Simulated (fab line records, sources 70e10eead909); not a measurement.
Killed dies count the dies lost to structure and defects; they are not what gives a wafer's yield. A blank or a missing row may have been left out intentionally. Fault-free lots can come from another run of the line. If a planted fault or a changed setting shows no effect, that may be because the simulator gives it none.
Problem report in the 8D (eight disciplines) form, filled by code | flow nand harc | the parts of the form that need people (team, actions taken, sign-off) are left out

== 1. THE PROBLEM ==
NHARC_A_BONDPAD_ETCH_24, run length s: mean 74.6 s over 1 wafer from 1 lot; wafers with no fault: 94.2 s, standard deviation 0.45. That puts it -44 standard deviations away from the usual mean.
The step: etches the open film in CF4/N2, target depth 30 nm, time 72.99 s.
The first sign was on wafer L347.2 at day 31 12:53, on rie diel-07. The record holds 36 wafers of 12 lots with a number at this step. The rule behind "out" and "out of limits": a value lying over 4 standard deviations away from the usual mean. Any other wafer with a number is counted as sound.

== 2. WHAT IT IS, WHAT IT ISN'T ==
question                    | is                | is not
which readings at this step | run length s      | drypump motor current A, oes product au, rf vpp V, showerhead plenum p Torr, throttle valve pct
which lots                  | L347              | L327, L328, L329, L330, L332, L333, L334, L335, L336, L339, L348
which wafers of those lots  | L347.2            | L347.4, L347.6
read on which tools         | rie diel-07       | rie diel-08, rie diel-09
when                        | from day 31 12:53 | up to then (32 sound wafers); but 3 sound wafers of L348 came after

== 3. THE SUSPECTS, EACH WITH WHAT RULES IT OUT ==
Counting: any tool at a process step up to the reading remains a suspect provided it ran every lot that is out. Sound lots after the first of them don't rule it out here, since some wafers of a struck lot are sound.
- cmp-01 at NHARC_A_M1_CMP_23 (polishes, t overpolish 20 s, target thk 154.34 nm): kept. The lot that is out, L347, ran on it at day 31 09:04; the last sound lot it ran before that was L339, at day 28 04:01.
- rie diel-07 at NHARC_A_BONDPAD_ETCH_24 (etches the open film in CF4/N2, target depth 30 nm, time 72.99 s): kept. The lot that is out, L347, ran on it at day 31 12:53; the last sound lot it ran before that was L336, at day 26 15:14. On those wafers its own readings are out: run length s.
- Within cmp-01 at NHARC_A_M1_CMP_23: the wafers that are out ran in chamber 3; their sound lot-mates ran in chamber 0.
- Within rie diel-07 at NHARC_A_BONDPAD_ETCH_24: the wafers that are out ran in chamber 0; their sound lot-mates ran in chamber 3.
Remaining after the count are cmp-01 at NHARC_A_M1_CMP_23 and rie diel-07 at NHARC_A_BONDPAD_ETCH_24.

== 4. THE CAUSE (what the simulator had put in) ==
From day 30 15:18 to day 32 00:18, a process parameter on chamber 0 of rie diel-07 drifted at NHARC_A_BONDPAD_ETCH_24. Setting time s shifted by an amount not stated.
After counting, 2 suspects remain, this tool included.

== 5. SEQUENCE OF EFFECTS, ordered by route ==
Rows list readings where the struck wafers' mean (over those with a number) sits beyond 3 standard deviations from the usual. Scope: only readings with a usual standard deviation given in the record; hours: median across lots of the time from each lot's start at the first step in this table that gives one to its start at this step; sigmas: change in usual standard deviations.
hours | step                    | reading      | usual  | on struck wafers | change | sigmas
0     | NHARC_A_BONDPAD_ETCH_24 | run length s | 94.2 s | 74.6             | -19.6  | -44
Its process steps:
- NHARC_A_BONDPAD_ETCH_24: etches the open film in CF4/N2, target depth 30 nm, time 72.99 s.
Readings that are blank on the struck wafers while sound wafers have them: rf fwd power W at NHARC_A_BONDPAD_ETCH_24.
At these later measuring or inspecting steps, every struck wafer for which the step has a row has a number for every such reading, and none has moved that far: NHARC_END_SORT_01.

== 6. WHAT WOULD HAVE CAUGHT IT SOONER ==
The fault began at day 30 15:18; the first out-of-limits reading in this record came at day 31 12:53, 22 hours later.
